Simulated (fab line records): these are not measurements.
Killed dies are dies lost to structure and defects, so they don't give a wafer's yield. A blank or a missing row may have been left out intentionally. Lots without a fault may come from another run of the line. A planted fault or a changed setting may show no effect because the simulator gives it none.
Chamber matching    flow n5 finfet    N5_BEOL_M5_STRIP_36 on rie diel-01 has 4 sister chambers
The step strips in N2/H2. 16 wafers are shown with their chamber, then 8 later ones without.

## EACH WAFER AND ITS CHAMBER
wafer   chamber  drypump motor current A (A)  showerhead plenum p Torr (Torr)  oes product au (a.u.)
L074.2  1        5.8                          2.48                             0.84
L074.5  0        5.0                          2.51                             0.96
L074.6  3        5.6                          2.65                             0.76
L077.1  3        5.6                          2.65                             0.75
L077.2  2        5.2                          2.44                             0.76
L077.3  1        5.7                          2.48                             0.84
L078.1  0        5.0                          2.51                             0.92
L078.5  2        5.2                          2.43                             0.75
L078.6  1        5.8                          2.48                             0.83
L086.2  3        5.6                          2.64                             0.74
L086.4  1        5.8                          2.47                             0.83
L086.5  1        5.8                          2.47                             0.83
L088.2  2        5.2                          2.42                             0.75
L088.5  3        5.6                          2.64                             0.73
L088.6  2        5.2                          2.42                             0.75
L089.1  2        5.2                          2.42                             0.75

SIGNATURES, as means of the wafers listed above
reading                   chamber 0  chamber 1  chamber 2  chamber 3  scatter within a chamber
drypump motor current A   5.000      5.780      5.200      5.600      0.0258
showerhead plenum p Torr  2.5100     2.4760     2.4260     2.6450     0.00671
oes product au            0.9400     0.8340     0.7520     0.7450     0.0112
Rule: for a wafer and a chamber, the distance is found by dividing, reading by reading, the gap between the wafer's reading and the chamber's mean by the reading's scatter, squaring, summing and taking the root. The wafer belongs to the nearest chamber; if the next one is less than 2 further off, it can't be placed. The scatter is the square root of a quotient: the sum, over the shown wafers, of each reading's squared deviation from its chamber's mean, divided by wafers minus chambers.

## WAFERS WITHOUT THEIR CHAMBER
wafer   drypump motor current A (A)  showerhead plenum p Torr (Torr)  oes product au (a.u.)
L089.4  5.2                          2.42                             0.74
L089.6  5.8                          2.47                             0.81
L094.1  4.9                          2.49                             0.88
L094.4  5.6                          2.64                             0.73
L094.5  5.2                          2.42                             0.75
L097.2  5.2                          2.42                             0.74
L097.3  5.6                          2.63                             0.72
L097.5  5.8                          2.46                             0.79

## WHICH CHAMBER EACH WENT THROUGH
wafer   from the rows above  in truth
L089.4  2                    2
L089.6  1                    1
L094.1  0                    0
L094.4  3                    3
L094.5  2                    2
L097.2  2                    2
L097.3  3                    3
L097.5  1                    1
8 of 8 placed correctly. From these rows, 0 cannot be placed. Number placed wrongly: 0.
